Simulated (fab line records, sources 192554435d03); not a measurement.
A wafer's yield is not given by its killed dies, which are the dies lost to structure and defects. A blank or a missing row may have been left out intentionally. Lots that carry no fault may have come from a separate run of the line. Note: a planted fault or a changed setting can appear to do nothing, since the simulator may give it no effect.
fab line records -- flow n5Finfet
record: lots: 7, wafers: 39
route steps=1938 shown ZERO_LAYER@11 FIN_SAQP@96 SD_EPI_P@321 SD_ACTIVATION@330
startH: hours from the record's first day to the start of the lot's first wafer shown -- waitH: time in hours since the lot's previous step -- " same as the row above -- L1.1+2: one row covering several wafers at once -- - no value, or no start given -- * or withheld: withheld -- < > ~ a bound
route shown NAME@n: a module of which the file shows steps, and the number in the route of the first -- usual: mean/standard deviation of fault-free wafers -- same: alike in all rows -- chamber/n: place in a boat -- sites: the reading at each site -- _std_site: standard deviation across them -- _edge_site: the outer-site mean with the inner-site mean subtracted -- radiusMm: for every site, how far away it sits from the centre of the wafer -- mask NAME#n: copy n -- behind: the last tool/chamber to shape the wafer -- hold: why the lot went on hold/how many hours it stayed there/how the hold came to an end -- device: the transistor (n, p or np) that didn't switch -- end of line: tests of these same wafers at the route's end -- a step with no rows: only its recipe -- killed: the dies lost at the first sort to structure and to defects; this is not the yield of the wafer -- map: dies across one wafer; x = killed, . = not, _ = none there
set.NAME: the setting as run; set.NAME@STEP: as run at that earlier step -- model.NAME: the simulator's own value behind a step, which no gauge read
lots with deliberately changed settings; one table per step, one row per wafer
== steps ==
step: N5_ZERO_LAYER_DEVELOP_10
recipe: developTimeS: 60, rinseLiquid: diw, dry: airSpin, devTempC: 21
lot.wafer,tool,chamber,startH,waitH,set.developTimeS
L076.1+2+3+4+5+6,lithoTrack-01,0,-,-,60
L080.2+4+6,lithoTrack-03,0,-,-,60
L084.1+4+5,lithoTrack-01,0,-,-,40.45
L084.2+3+6,lithoTrack-01,0,-,-,60
L087.1+2+4,lithoTrack-01,0,-,-,71.25
L087.3+5+6,lithoTrack-01,0,-,-,60
L088.1+2+3+4+5+6,lithoTrack-03,0,-,-,60
L091.1+4+6,lithoTrack-03,0,-,-,60
L091.2+3+5,lithoTrack-03,0,-,-,28.61
L093.1+3+5,lithoTrack-01,0,-,-,60
L093.2+4+6,lithoTrack-01,0,-,-,24.3
step: N5_ZERO_LAYER_HARDBAKE_23
recipe: tempC: 130, timeS: 120
step: N5_ZERO_LAYER_CD_MEAS_11
recipe: targetCdNm: 2000, landingEnergyEv: 500, detector: seInlens
usual: cdNm: 2000.1/1.7
lot.wafer,tool,chamber,startH,waitH,set.developTimeS@ZERO_LAYER_DEVELOP_10,cdNm
L076.1,cdSem-02,0,24.64,-,60,1999.8
L076.2,cdSem-02,0,24.64,-,60,1998.9
L076.3,cdSem-02,0,24.64,-,60,1999.9
L076.4,cdSem-02,0,24.64,-,60,1998.2
L076.5,cdSem-02,0,24.64,-,60,1999.9
L076.6,cdSem-02,0,24.64,-,60,1997.6
L080.2,cdSem-03,0,48.79,-,60,1998.7
L080.4,cdSem-03,0,48.79,-,60,2000.2
L080.6,cdSem-03,0,48.79,-,60,2001.6
L084.1,cdSem-01,0,72.77,-,40.45,1988.6
L084.2,cdSem-01,0,72.77,-,60,1998.5
L084.3,cdSem-01,0,72.77,-,60,1999.5
L084.4,cdSem-01,0,72.77,-,40.45,1989.4
L084.5,cdSem-01,0,72.77,-,40.45,1989.5
L084.6,cdSem-01,0,72.77,-,60,1997.9
L087.1,cdSem-02,0,90.64,-,71.25,2004.0
L087.2,cdSem-02,0,90.64,-,71.25,2004.2
L087.3,cdSem-02,0,90.64,-,60,2001.4
L087.4,cdSem-02,0,90.64,-,71.25,2005.8
L087.5,cdSem-02,0,90.64,-,60,2001.6
L087.6,cdSem-02,0,90.64,-,60,1998.6
L088.1,cdSem-01,0,96.64,-,60,2002.9
L088.2,cdSem-01,0,96.64,-,60,2002.3
L088.3,cdSem-01,0,96.64,-,60,2002.2
L088.4,cdSem-01,0,96.64,-,60,2002.4
L088.5,cdSem-01,0,96.64,-,60,2002.1
L088.6,cdSem-01,0,96.64,-,60,1999.8
L091.1,cdSem-02,0,114.72,-,60,1999.8
L091.2,cdSem-02,0,114.72,-,28.61,1983.0
L091.3,cdSem-02,0,114.72,-,28.61,1982.8
L091.4,cdSem-02,0,114.72,-,60,1999.9
L091.5,cdSem-02,0,114.72,-,28.61,1982.3
L091.6,cdSem-02,0,114.72,-,60,2000.3
L093.1,cdSem-02,0,126.77,-,60,1996.8
L093.2,cdSem-02,0,126.77,-,24.3,1981.1
L093.3,cdSem-02,0,126.77,-,60,1998.6
L093.4,cdSem-02,0,126.77,-,24.3,1981.2
L093.5,cdSem-02,0,126.77,-,60,1998.2
L093.6,cdSem-02,0,126.77,-,24.3,1981.8
step: N5_ZERO_LAYER_DESCUM_16
recipe: chemistry: O2, timeS: 7.9, sourcePowerW: 50, biasPowerW: 20, pressureMtorr: 20, rfFrequencyHz: 2.712e+07, tempC: 40, o2FlowSccm: 225
lot.wafer,tool,chamber,startH,waitH,set.developTimeS@ZERO_LAYER_DEVELOP_10,model.ZERO_LAYER.cdNm
L076.1+3+5,rieDiel-02,"0,2,3",24.68,0.0,60,2000
L076.2,rieDiel-02,3,24.68,0.0,60,1999
L076.4,rieDiel-02,1,24.68,0.0,60,-
L076.6,rieDiel-02,0,24.68,0.0,60,1998
L080.2,rieDiel-02,2,48.83,0.0,60,1999
L080.4,rieDiel-02,1,48.83,0.0,60,2000
L080.6,rieDiel-02,1,48.83,0.0,60,2001
L084.1,rieDiel-04,3,72.80,0.0,40.45,1989
L084.2+6,rieDiel-04,"0,3",72.80,0.0,60,1998
L084.3,rieDiel-04,2,72.80,0.0,60,1999
L084.4+5,rieDiel-04,"1,2",72.80,0.0,40.45,1990
L087.1+2,rieDiel-04,"1,3",90.68,0.0,71.25,2004
L087.3,rieDiel-04,0,90.68,0.0,60,2001
L087.4,rieDiel-04,3,90.68,0.0,71.25,2006
L087.5,rieDiel-04,0,90.68,0.0,60,2002
L087.6,rieDiel-04,1,90.68,0.0,60,1998
L088.1,rieDiel-04,3,96.78,0.1,60,2003
L088.2+3+4+5,rieDiel-04,"0,1,2,2",96.78,0.1,60,2002
L088.6,rieDiel-04,3,96.78,0.1,60,2000
L091.1+4+6,rieDiel-02,"3,0,3",114.76,0.0,60,2000
L091.2+3,rieDiel-02,"2,1",114.76,0.0,28.61,1983
L091.5,rieDiel-02,2,114.76,0.0,28.61,1982
L093.1,rieDiel-04,3,126.81,0.0,60,1997
L093.2+4,rieDiel-04,"0,2",126.81,0.0,24.3,1981
L093.3,rieDiel-04,1,126.81,0.0,60,1998
L093.5,rieDiel-04,2,126.81,0.0,60,1999
L093.6,rieDiel-04,1,126.81,0.0,24.3,1982
step: N5_FIN_SAQP_HM_DEP_03
recipe: material: SiNx, targetThkA: 380, tempC: 400, precursor: SiH4/NH3/N2, pressureTorr: 1.5, rfW: 300, timeS: 33.6
lot.wafer,tool,chamber,startH,waitH,set.targetThkA,model.SiNx_of_FIN_SAQP_HM_DEP_03.thkNm
L076.1,pecvd-03,0,33.59,0.2,380,37.48
L076.2,pecvd-03,1,33.59,0.2,523.8,51.61
L076.3,pecvd-03,2,33.59,0.2,523.8,52.36
L076.4,pecvd-03,0,33.59,0.2,380,38.01
L076.5,pecvd-03,1,33.59,0.2,380,37.81
L076.6,pecvd-03,2,33.59,0.2,523.8,52.37
L080.2,pecvd-02,2,57.23,0.2,380,38
L080.4,pecvd-02,0,57.23,0.2,380,37.7
L080.6,pecvd-02,2,57.23,0.2,380,38.21
L084.1+2,pecvd-01,"0,1",80.87,0.2,380,37.53
L084.3,pecvd-01,2,80.87,0.2,380,37.82
L084.4,pecvd-01,2,80.87,0.2,380,38.1
L084.5,pecvd-01,0,80.87,0.2,380,37.98
L084.6,pecvd-01,1,80.87,0.2,380,38.31
L087.1,pecvd-01,0,102.52,0.2,380,37.18
L087.2,pecvd-01,2,102.52,0.2,451.2,43.84
L087.3,pecvd-01,1,102.52,0.2,380,36.9
L087.4,pecvd-01,1,102.52,0.2,451.2,45.75
L087.5,pecvd-01,2,102.52,0.2,451.2,44.96
L087.6,pecvd-01,0,102.52,0.2,380,37.65
L088.1,pecvd-01,0,105.27,0.2,380,37.86
L088.2,pecvd-01,1,105.27,0.2,380,37.43
L088.3,pecvd-01,2,105.27,0.2,246.2,24.61
L088.4,pecvd-01,0,105.27,0.2,246.2,24.91
L088.5,pecvd-01,2,105.27,0.2,246.2,25.09
L088.6,pecvd-01,1,105.27,0.2,380,38.23
L091.1,pecvd-01,2,124.04,0.2,380,37.21
L091.2,pecvd-01,0,124.04,0.2,499.1,49.16
L091.3,pecvd-01,1,124.04,0.2,380,37.39
L091.4,pecvd-01,1,124.04,0.2,380,38.04
L091.5,pecvd-01,0,124.04,0.2,499.1,49.96
L091.6,pecvd-01,2,124.04,0.2,499.1,49.62
L093.1,pecvd-01,0,134.81,0.2,177,17.64
L093.2,pecvd-01,2,134.81,0.2,380,37.27
L093.3,pecvd-01,1,134.81,0.2,380,37.64
L093.4,pecvd-01,0,134.81,0.2,177,17.85
L093.5,pecvd-01,1,134.81,0.2,380,38.25
L093.6,pecvd-01,2,134.81,0.2,177,17.62
step: N5_FIN_SAQP_THK_MEAS_05
usual: thkNm: 37.9/0.43
lot.wafer,tool,chamber,startH,waitH,set.targetThkA@FIN_SAQP_HM_DEP_03,thkNm
L076.1,filmMetro-01,-,33.68,0.1,380,37.5
L076.2,filmMetro-01,-,33.68,0.1,523.8,51.6
L076.3,filmMetro-01,-,33.68,0.1,523.8,52.3
L076.4,filmMetro-01,-,33.68,0.1,380,38.0
L076.5,filmMetro-01,-,33.68,0.1,380,37.8
L076.6,filmMetro-01,-,33.68,0.1,523.8,52.3
L080.2,filmMetro-02,-,57.31,0.1,380,38.0
L080.4,filmMetro-02,-,57.31,0.1,380,37.7
L080.6,filmMetro-02,-,57.31,0.1,380,38.2
L084.1,filmMetro-01,-,80.95,0.1,380,37.5
L084.2,filmMetro-01,-,80.95,0.1,380,37.5
L084.3,filmMetro-01,-,80.95,0.1,380,37.8
L084.4,filmMetro-01,-,80.95,0.1,380,38.1
L084.5,filmMetro-01,-,80.95,0.1,380,38.0
L084.6,filmMetro-01,-,80.95,0.1,380,38.3
L087.1,filmMetro-01,-,102.60,0.1,380,37.2
L087.2,filmMetro-01,-,102.60,0.1,451.2,43.9
L087.3,filmMetro-01,-,102.60,0.1,380,36.9
L087.4,filmMetro-01,-,102.60,0.1,451.2,45.8
L087.5,filmMetro-01,-,102.60,0.1,451.2,45.0
L087.6,filmMetro-01,-,102.60,0.1,380,37.7
L088.1,filmMetro-02,-,105.36,0.1,380,37.9
L088.2,filmMetro-02,-,105.36,0.1,380,37.4
L088.3,filmMetro-02,-,105.36,0.1,246.2,24.6
L088.4,filmMetro-02,-,105.36,0.1,246.2,24.9
L088.5,filmMetro-02,-,105.36,0.1,246.2,25.1
L088.6,filmMetro-02,-,105.36,0.1,380,38.3
L091.1,filmMetro-02,-,124.13,0.1,380,37.2
L091.2,filmMetro-02,-,124.13,0.1,499.1,49.1
L091.3,filmMetro-02,-,124.13,0.1,380,37.4
L091.4,filmMetro-02,-,124.13,0.1,380,38.0
L091.5,filmMetro-02,-,124.13,0.1,499.1,49.9
L091.6,filmMetro-02,-,124.13,0.1,499.1,49.6
L093.1,filmMetro-02,-,134.91,0.1,177,17.6
L093.2,filmMetro-02,-,134.91,0.1,380,37.3
L093.3,filmMetro-02,-,134.91,0.1,380,37.6
L093.4,filmMetro-02,-,134.91,0.1,177,17.9
L093.5,filmMetro-02,-,134.91,0.1,380,38.3
L093.6,filmMetro-02,-,134.91,0.1,177,17.6
step: N5_FIN_SAQP_PECVD_47
recipe: material: a-Si, targetThkA: 450, tempC: 400, precursor: SiH4/He, pressureTorr: 3, rfW: 100, timeS: 36.3
step: N5_FIN_SAQP_PECVD_48
recipe: material: SiNx, targetThkA: 250, tempC: 400, precursor: SiH4/NH3/N2, pressureTorr: 1.5, rfW: 300, timeS: 22.1
step: N5_FIN_SAQP_MANDREL2_REMOVE_60
recipe: chemistry: HBr/Cl2/O2, btTimeS: 10, target: a-Si, stopOn: SiNx, endpoint: OES-SiCl, overEtchFrac: 1, icpW: 600, biasW: 22, HBr_flow_sccm: 150, Cl2_flow_sccm: 80, O2_flow_sccm: 5, pressureMtorr: 10
step: N5_FIN_SAQP_HM_OPEN_33
recipe: chemistry: CH3F/O2, target: SiNx, maskMaterial: SiO2, targetDepthA: 494, timeS: 70.6, pressureMtorr: 30, sourceW: 395, biasW: 73, Ar_flow_sccm: 150, CH3F_flow_sccm: 30, O2_flow_sccm: 20, ionEnergyEv: 120, ends: cleared
usual: etchRfOnTimeS: 69.6/1
lot.wafer,tool,chamber,startH,waitH,set.targetThkA@FIN_SAQP_HM_DEP_03,etchRfOnTimeS,model.etch.depthNm
L076.1,rieDiel-03,2,38.16,0.0,380,69.7,36.85
L076.2,rieDiel-03,0,38.16,0.0,523.8,96.2,50.99
L076.3,rieDiel-03,1,38.16,0.0,523.8,96.7,51.72
L076.4,rieDiel-03,3,38.16,0.0,380,69.6,37.38
L076.5,rieDiel-03,2,38.16,0.0,380,69.9,37.18
L076.6,rieDiel-03,1,38.16,0.0,523.8,96.7,51.73
L080.2,rieDiel-05,3,62.01,0.0,380,70.3,37.37
L080.4,rieDiel-05,1,62.01,0.0,380,68.9,37.07
L080.6,rieDiel-05,0,62.01,0.0,380,70.3,37.56
L084.1,rieDiel-05,3,88.59,0.0,380,69.9,36.82
L084.2,rieDiel-05,2,88.59,0.0,380,70.2,36.86
L084.3,rieDiel-05,0,88.59,0.0,380,69.7,37.19
L084.4,rieDiel-05,1,88.59,0.0,380,68.5,37.47
L084.5,rieDiel-05,2,88.59,0.0,380,70.1,37.27
L084.6,rieDiel-05,1,88.59,0.0,380,69.7,37.65
L087.1,rieDiel-05,3,108.46,0.2,380,68.8,36.55
L087.2,rieDiel-05,2,108.46,0.2,451.2,81.7,43.13
L087.3,rieDiel-05,0,108.46,0.2,380,68.4,36.23
L087.4,rieDiel-05,1,108.46,0.2,451.2,83.3,45.12
L087.5,rieDiel-05,1,108.46,0.2,451.2,82.2,44.33
L087.6,rieDiel-05,2,108.46,0.2,380,69.3,36.98
L088.1,rieDiel-01,0,111.64,0.0,380,69.4,37.23
L088.2,rieDiel-01,1,111.64,0.0,380,69.5,36.79
L088.3,rieDiel-01,3,111.64,0.0,246.2,44.7,23.98
L088.4,rieDiel-01,1,111.64,0.0,246.2,45.4,24.29
L088.5,rieDiel-01,0,111.64,0.0,246.2,46.2,24.46
L088.6,rieDiel-01,3,111.64,0.0,380,69.8,37.61
L091.1,rieDiel-05,1,129.46,0.2,380,67.9,36.58
L091.2,rieDiel-05,3,129.46,0.2,499.1,91.1,48.54
L091.3,rieDiel-05,2,129.46,0.2,380,68.5,36.77
L091.4,rieDiel-05,0,129.46,0.2,380,70.2,37.41
L091.5,rieDiel-05,2,129.46,0.2,499.1,92.6,49.33
L091.6,rieDiel-05,3,129.46,0.2,499.1,91.7,48.99
L093.1,rieDiel-03,0,139.57,0.1,177,31.6,16.99
L093.2,rieDiel-03,3,139.57,0.1,380,68.2,36.65
L093.3,rieDiel-03,2,139.57,0.1,380,69.7,37.01
L093.4,rieDiel-03,1,139.57,0.1,177,32.0,17.23
L093.5,rieDiel-03,1,139.57,0.1,380,70.3,37.62
L093.6,rieDiel-03,0,139.57,0.1,177,31.4,16.99
step: N5_SD_EPI_P_EPI_21
recipe: material: SiGe:B, dopant: B, tempC: 550, pressureTorr: 20, ambient: H2, timeS: 355
lot.wafer,tool,chamber,startH,waitH,set.epiGrowthTimeS,model.SiGe-B_of_SD_EPI_P_EPI_21.thkNm
L076.1+5+6,epiRpcvd-04,0,69.44,0.1,242.3,45.2
L076.2,epiRpcvd-04,0,69.44,0.1,355,61.6
L076.3,epiRpcvd-04,0,69.44,0.1,355,61.2
L076.4,epiRpcvd-04,0,69.44,0.1,355,61.8
L080.2,epiRpcvd-04,0,95.36,0.5,355,61.2
L080.4,epiRpcvd-04,0,95.36,0.5,355,61.4
L080.6,epiRpcvd-04,0,95.36,0.5,355,60.8
L084.1,epiRpcvd-01,0,122.07,0.1,355,60.2
L084.2,epiRpcvd-01,0,122.07,0.1,252.3,46.2
L084.3,epiRpcvd-01,0,122.07,0.1,252.3,46.4
L084.4+6,epiRpcvd-01,0,122.07,0.1,355,60.4
L084.5,epiRpcvd-01,0,122.07,0.1,252.3,46
L087.1,epiRpcvd-01,0,139.46,0.2,479.9,75.8
L087.2,epiRpcvd-01,0,139.46,0.2,355,60.8
L087.3,epiRpcvd-01,0,139.46,0.2,355,61.4
L087.4,epiRpcvd-01,0,139.46,0.2,479.9,75
L087.5,epiRpcvd-01,0,139.46,0.2,355,62
L087.6,epiRpcvd-01,0,139.46,0.2,479.9,75.4
L088.1,epiRpcvd-03,0,141.32,0.1,355,61.4
L088.2,epiRpcvd-03,0,141.32,0.1,355,62.2
L088.3,epiRpcvd-03,0,141.32,0.1,355,62
L088.4,epiRpcvd-03,0,141.32,0.1,355,62.6
L088.5,epiRpcvd-03,0,141.32,0.1,355,61.6
L088.6,epiRpcvd-03,0,141.32,0.1,355,61.8
L091.1,epiRpcvd-03,0,160.52,0.1,260,47.8
L091.2,epiRpcvd-03,0,160.52,0.1,355,61.2
L091.3+4,epiRpcvd-03,0,160.52,0.1,355,61
L091.5,epiRpcvd-03,0,160.52,0.1,260,48.2
L091.6,epiRpcvd-03,0,160.52,0.1,260,48.4
L093.1,epiRpcvd-01,0,170.18,0.3,355,61.2
L093.2,epiRpcvd-01,0,170.18,0.3,355,61
L093.3+6,epiRpcvd-01,0,170.18,0.3,355,60.6
L093.4,epiRpcvd-01,0,170.18,0.3,355,60.2
L093.5,epiRpcvd-01,0,170.18,0.3,355,61.4
step: N5_SD_EPI_P_EPI_MEAS_23
recipe: mode: xrd
usual: thkNm: 60.9/1.1
lot.wafer,tool,chamber,startH,waitH,set.epiGrowthTimeS@SD_EPI_P_EPI_21,thkNm
L076.1,filmMetro-02,-,71.64,1.8,242.3,43.0
L076.2,filmMetro-02,-,71.64,1.8,355,60.9
L076.3,filmMetro-02,-,71.64,1.8,355,61.0
L076.4,filmMetro-02,-,71.64,1.8,355,61.0
L076.5,filmMetro-02,-,71.64,1.8,242.3,44.2
L076.6,filmMetro-02,-,71.64,1.8,242.3,44.6
L080.2,filmMetro-01,-,97.20,1.5,355,60.5
L080.4,filmMetro-01,-,97.20,1.5,355,61.6
L080.6,filmMetro-01,-,97.20,1.5,355,60.6
L084.1,filmMetro-01,-,124.27,1.8,355,62.8
L084.2,filmMetro-01,-,124.27,1.8,252.3,47.4
L084.3,filmMetro-01,-,124.27,1.8,252.3,46.9
L084.4,filmMetro-01,-,124.27,1.8,355,60.0
L084.5,filmMetro-01,-,124.27,1.8,252.3,46.9
L084.6,filmMetro-01,-,124.27,1.8,355,60.7
L087.1,filmMetro-01,-,142.38,2.4,479.9,77.0
L087.2,filmMetro-01,-,142.38,2.4,355,58.8
L087.3,filmMetro-01,-,142.38,2.4,355,61.0
L087.4,filmMetro-01,-,142.38,2.4,479.9,74.7
L087.5,filmMetro-01,-,142.38,2.4,355,62.5
L087.6,filmMetro-01,-,142.38,2.4,479.9,74.5
L088.1,filmMetro-01,-,143.52,1.8,355,62.0
L088.2,filmMetro-01,-,143.52,1.8,355,62.5
L088.3,filmMetro-01,-,143.52,1.8,355,62.2
L088.4,filmMetro-01,-,143.52,1.8,355,62.9
L088.5,filmMetro-01,-,143.52,1.8,355,60.9
L088.6,filmMetro-01,-,143.52,1.8,355,61.5
L091.1,filmMetro-01,-,162.74,1.9,260,48.5
L091.2,filmMetro-01,-,162.74,1.9,355,61.6
L091.3,filmMetro-01,-,162.74,1.9,355,61.0
L091.4,filmMetro-01,-,162.74,1.9,355,60.7
L091.5,filmMetro-01,-,162.74,1.9,260,48.6
L091.6,filmMetro-01,-,162.74,1.9,260,49.3
L093.1,filmMetro-02,-,174.06,3.2,355,62.1
L093.2,filmMetro-02,-,174.06,3.2,355,60.8
L093.3,filmMetro-02,-,174.06,3.2,355,62.2
L093.4,filmMetro-02,-,174.06,3.2,355,61.9
L093.5,filmMetro-02,-,174.06,3.2,355,61.4
L093.6,filmMetro-02,-,174.06,3.2,355,60.9
step: N5_SD_EPI_P_HM_STRIP_48
recipe: chemistry: H3PO4, tempC: 160, material: SiNx, target: SiNx, targetDepthA: 30, overetchFraction: 0.3
lot.wafer,tool,chamber,startH,waitH,set.epiGrowthTimeS@SD_EPI_P_EPI_21,model.SiGe-B_of_SD_EPI_P_EPI_21.thkNm
L076.1+5+6,wetBench-01,"1,7,5",71.67,0.0,242.3,45
L076.2,wetBench-01,2,71.67,0.0,355,61.2
L076.3,wetBench-01,0,71.67,0.0,355,60.8
L076.4,wetBench-01,6,71.67,0.0,355,61.4
L080.2,wetBench-01,4,97.23,0.0,355,60.8
L080.4,wetBench-01,7,97.23,0.0,355,61.2
L080.6,wetBench-01,0,97.23,0.0,355,60.6
L084.1,wetBench-06,2,124.31,0.0,355,59.8
L084.2,wetBench-06,0,124.31,0.0,252.3,46
L084.3,wetBench-06,3,124.31,0.0,252.3,46.2
L084.4+6,wetBench-06,"1,6",124.31,0.0,355,60.2
L084.5,wetBench-06,7,124.31,0.0,252.3,45.8
L087.1,wetBench-01,0,142.42,0.0,479.9,75.4
L087.2,wetBench-01,1,142.42,0.0,355,60.4
L087.3,wetBench-01,2,142.42,0.0,355,61
L087.4,wetBench-01,7,142.42,0.0,479.9,74.6
L087.5,wetBench-01,5,142.42,0.0,355,61.6
L087.6,wetBench-01,6,142.42,0.0,479.9,75
L088.1,wetBench-05,7,143.56,0.0,355,61
L088.2+3,wetBench-05,"4,1",143.56,0.0,355,61.8
L088.4,wetBench-05,0,143.56,0.0,355,62.2
L088.5,wetBench-05,6,143.56,0.0,355,61.2
L088.6,wetBench-05,5,143.56,0.0,355,61.4
L091.1,wetBench-06,5,162.78,0.0,260,47.6
L091.2,wetBench-06,7,162.78,0.0,355,61
L091.3,wetBench-06,3,162.78,0.0,355,60.6
L091.4,wetBench-06,6,162.78,0.0,355,60.8
L091.5,wetBench-06,0,162.78,0.0,260,48
L091.6,wetBench-06,4,162.78,0.0,260,48.2
L093.1,wetBench-05,0,174.09,0.0,355,60.8
L093.2,wetBench-05,2,174.09,0.0,355,60.6
L093.3,wetBench-05,1,174.09,0.0,355,60.4
L093.4,wetBench-05,3,174.09,0.0,355,60
L093.5,wetBench-05,4,174.09,0.0,355,61.2
L093.6,wetBench-05,7,174.09,0.0,355,60.2
step: N5_SD_EPI_P_SRD_49
recipe: dry: ipaMarangoni, timeS: 30, tempC: 23, rinseLiquid: diw
step: N5_SD_EPI_P_PRECLEAN_24
recipe: chemistry: O3/DIW, timeS: 45, tempC: 22, o3Ppm: 10
step: N5_SD_ACTIVATION_RTA_00
recipe: tempC: 975, timeS: 0, ambient: N2, idleTempC: 600, rampUpCPerS: 150, rampDownCPerS: 60, coolToC: 600
step: N5_SD_ACTIVATION_LSA_01
recipe: tempC: 1080, timeS: 0.0008, ambient: N2
step: N5_SD_ACTIVATION_RS_MEAS_03
recipe: thkMeasGauge: four-point-probe
usual: RS_SD_N: 21.76/0.28, RS_SD_P: 55.8/0.72
lot.wafer,tool,chamber,startH,waitH,set.epiGrowthTimeS@SD_EPI_P_EPI_21,RS_SD_N[ohm/sq],RS_SD_P[ohm/sq]
L076.1,filmMetro-01,-,72.26,0.2,242.3,21.24,75.6
L076.2,filmMetro-01,-,72.26,0.2,355,21.56,55.1
L076.3,filmMetro-01,-,72.26,0.2,355,21.57,56.2
L076.4,filmMetro-01,-,72.26,0.2,355,21.34,55.6
L076.5,filmMetro-01,-,72.26,0.2,242.3,21.68,75.8
L076.6,filmMetro-01,-,72.26,0.2,242.3,21.58,75.6
L080.2,filmMetro-01,-,97.84,0.2,355,21.44,56.2
L080.4,filmMetro-01,-,97.84,0.2,355,21.71,55.9
L080.6,filmMetro-01,-,97.84,0.2,355,22.01,56.3
L084.1,filmMetro-01,-,124.87,0.2,355,21.76,56.2
L084.2,filmMetro-01,-,124.87,0.2,252.3,21.55,72.7
L084.3,filmMetro-01,-,124.87,0.2,252.3,21.16,73.0
L084.4,filmMetro-01,-,124.87,0.2,355,21.54,55.8
L084.5,filmMetro-01,-,124.87,0.2,252.3,21.61,73.8
L084.6,filmMetro-01,-,124.87,0.2,355,21.59,55.8
L087.1,filmMetro-02,-,143.01,0.2,479.9,21.19,45.2
L087.2,filmMetro-02,-,143.01,0.2,355,21.26,56.4
L087.3,filmMetro-02,-,143.01,0.2,355,21.73,55.9
L087.4,filmMetro-02,-,143.01,0.2,479.9,21.75,45.6
L087.5,filmMetro-02,-,143.01,0.2,355,21.38,55.6
L087.6,filmMetro-02,-,143.01,0.2,479.9,21.52,45.2
L088.1,filmMetro-02,-,144.13,0.2,355,21.46,55.2
L088.2,filmMetro-02,-,144.13,0.2,355,21.66,54.5
L088.3,filmMetro-02,-,144.13,0.2,355,21.56,55.0
L088.4,filmMetro-02,-,144.13,0.2,355,21.83,54.0
L088.5,filmMetro-02,-,144.13,0.2,355,21.66,54.8
L088.6,filmMetro-02,-,144.13,0.2,355,21.68,54.6
L091.1,filmMetro-01,-,163.35,0.2,260,22.01,71.4
L091.2,filmMetro-01,-,163.35,0.2,355,21.96,55.8
L091.3,filmMetro-01,-,163.35,0.2,355,22.03,55.9
L091.4,filmMetro-01,-,163.35,0.2,355,22.02,56.6
L091.5,filmMetro-01,-,163.35,0.2,260,21.59,70.7
L091.6,filmMetro-01,-,163.35,0.2,260,21.82,70.2
L093.1,filmMetro-02,-,174.66,0.2,355,21.62,55.3
L093.2,filmMetro-02,-,174.66,0.2,355,21.89,55.2
L093.3,filmMetro-02,-,174.66,0.2,355,21.82,55.8
L093.4,filmMetro-02,-,174.66,0.2,355,21.59,55.7
L093.5,filmMetro-02,-,174.66,0.2,355,21.84,55.8
L093.6,filmMetro-02,-,174.66,0.2,355,21.83,56.1
== key ==
split: step: N5_ZERO_LAYER_DEVELOP_10, setting: developTimeS, stated: 60, by: wafer
response: step: N5_ZERO_LAYER_CD_MEAS_11, reading: cdNm, change: +0.296, per: 1%, r: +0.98
response: step: N5_ZERO_LAYER_DESCUM_16, reading: model.ZERO_LAYER.cdNm, change: +0.297, per: 1%, r: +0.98
split: step: N5_FIN_SAQP_HM_DEP_03, setting: targetThkA, stated: 380, by: wafer
response: step: N5_FIN_SAQP_HM_DEP_03, reading: model.SiNx_of_FIN_SAQP_HM_DEP_03.thkNm, change: +0.377, per: 1%, r: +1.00
response: step: N5_FIN_SAQP_THK_MEAS_05, reading: thkNm, change: *, per: 1%, r: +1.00
response: step: N5_FIN_SAQP_HM_OPEN_33, reading: etchRfOnTimeS, change: *, per: 1%, r: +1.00
response: step: N5_FIN_SAQP_HM_OPEN_33, reading: model.etch.depthNm, change: +0.377, per: 1%, r: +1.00
split: step: N5_SD_EPI_P_EPI_21, setting: epiGrowthTimeS, stated: 355, by: wafer
response: step: N5_SD_EPI_P_EPI_21, reading: model.SiGe-B_of_SD_EPI_P_EPI_21.thkNm, change: +0.465, per: 1%, r: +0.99
response: step: N5_SD_EPI_P_EPI_MEAS_23, reading: thkNm, change: *, per: 1%, r: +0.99
response: step: N5_SD_EPI_P_HM_STRIP_48, reading: model.SiGe-B_of_SD_EPI_P_EPI_21.thkNm, change: +0.462, per: 1%, r: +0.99
response: step: N5_SD_ACTIVATION_RS_MEAS_03, reading: RS_SD_P, change: -0.5, per: 1%, r: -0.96
